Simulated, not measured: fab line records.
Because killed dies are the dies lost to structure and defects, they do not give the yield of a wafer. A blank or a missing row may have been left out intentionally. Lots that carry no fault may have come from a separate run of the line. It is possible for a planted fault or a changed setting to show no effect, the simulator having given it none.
Problem report in the 8D (eight disciplines) form, filled by code / flow n5_finfet / the parts of the form that need people (team, actions taken, sign-off) are left out

## 1. WHAT WENT WRONG
Wafers free of any fault read 78.5 nm (standard deviation 1.2) for M1_ILD_THK at N5_BEOL_M1_THK_MEAS_01, against a mean of 117.3 nm on 3 wafers of 3 lots. That is +32 standard deviations from the usual mean.
Seen first at day 8 07:35 on film_metro-01, wafer L372.1. The record holds 29 wafers of 10 lots with a number at this step. Rule for "out" (also "out of limits"): further than 4 standard deviations from the usual mean. The other wafers with a number count as sound.

## 2. WHAT IT IS; WHAT IT IS NOT
question=which readings at this step | is=M1_ILD_THK | is not=-
question=which lots | is=L372, L373, L374 | is not=L362, L364, L366, L370, L383, L384, L385
question=which wafers of those lots | is=L372.1, L373.1, L374.1 | is not=L372.3, L372.4, L373.3, L373.5, L374.3, L374.5
question=read on which gauges | is=film_metro-01, film_metro-02 | is not=-
question=when | is=from day 8 07:35 | is not=up to then (13 sound wafers); but 13 sound wafers of L373, L374, L383, L384, L385 came after

## 3. WHAT RULES OUT EACH SUSPECT
Counting: a tool at a process step up to the reading stays a suspect if it ran every lot that is out. Sound lots after the first of them don't rule it out here, since some wafers of a struck lot are sound.
- the gauge at N5_BEOL_M1_THK_MEAS_01 is ruled out. Those wafers that are out were read across 2 gauges (film_metro-01, film_metro-02).
- pecvd-01 at N5_BEOL_M1_ILD_DEP_00 (deposits SiOC from DEMS/O2, target thk 79 nm, time 15.3 s): kept. Every lot that is out went through it, the first being L372 (day 8 07:31); the last sound lot it ran before that was L370 (day 8 02:11).
Remaining after the count: pecvd-01 at N5_BEOL_M1_ILD_DEP_00.

## 4. THE CAUSE (what the simulator had put in)
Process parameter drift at N5_BEOL_M1_ILD_DEP_00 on pecvd-01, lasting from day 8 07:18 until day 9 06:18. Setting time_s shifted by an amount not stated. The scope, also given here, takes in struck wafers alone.
Only this tool survived the counting.

## 5. THE CHAIN OF EFFECTS, in route order
Each row: a reading whose mean over the struck wafers that have a number lies more than 3 standard deviations from the usual. Readings are gone through only where the record gives a usual standard deviation; hours: the median, over the lots, of the time from a lot's start at the first step in this table giving one to that lot's start at this step; sigmas: the change measured in usual standard deviations.
hours=0; step=N5_BEOL_M1_THK_MEAS_01; reading=M1_ILD_THK; usual=78.5 nm; on struck wafers=117.3; change=+38.8; sigmas=+32
hours=163; step=N5_PASSIVATION_PROBE_49; reading=defect_limited_yield; usual=91.5 %; on struck wafers=0.0; change=-91.5; sigmas=-61
hours=163; step=N5_PASSIVATION_PROBE_49; reading=killed_at_M0_to_M3; usual=33; on struck wafers=1116; change=+1083; sigmas=+99 or more
hours=163; step=N5_PASSIVATION_PROBE_49; reading=killed_dies; usual=100; on struck wafers=1180; change=+1080; sigmas=+60
hours=163; step=N5_PASSIVATION_PROBE_49; reading=killed_on_rim; usual=13; on struck wafers=152; change=+139; sigmas=+34
hours=163; step=N5_PASSIVATION_PROBE_49; reading=sort_bin_5_function; usual=5.0 %; on struck wafers=96.9; change=+91.9; sigmas=+92
hours=163; step=N5_PASSIVATION_PROBE_49; reading=sort_n_pass; usual=1080; on struck wafers=0; change=-1080; sigmas=-60
hours=163; step=N5_PASSIVATION_PROBE_49; reading=sort_yield_pct; usual=91.5 %; on struck wafers=0.0; change=-91.5; sigmas=-61
It contains these process steps:
- N5_PASSIVATION_PROBE_49

## 6. WHAT WOULD HAVE CAUGHT IT SOONER
0 hours passed between the start of the fault at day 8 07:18 and the first reading out of limits at a measuring or inspecting step in this record, taken at day 8 07:35.
Tool readings at N5_BEOL_M1_ILD_DEP_00 with a usual standard deviation given in the record: none out on any struck wafer, hence no alarm at a limit of 4 standard deviations on them.
L373, L374, from the lots that are out (3), started N5_BEOL_M1_ILD_DEP_00 on pecvd-01 later than day 8 07:35. A hold on the tool at that time would have spared those 2.
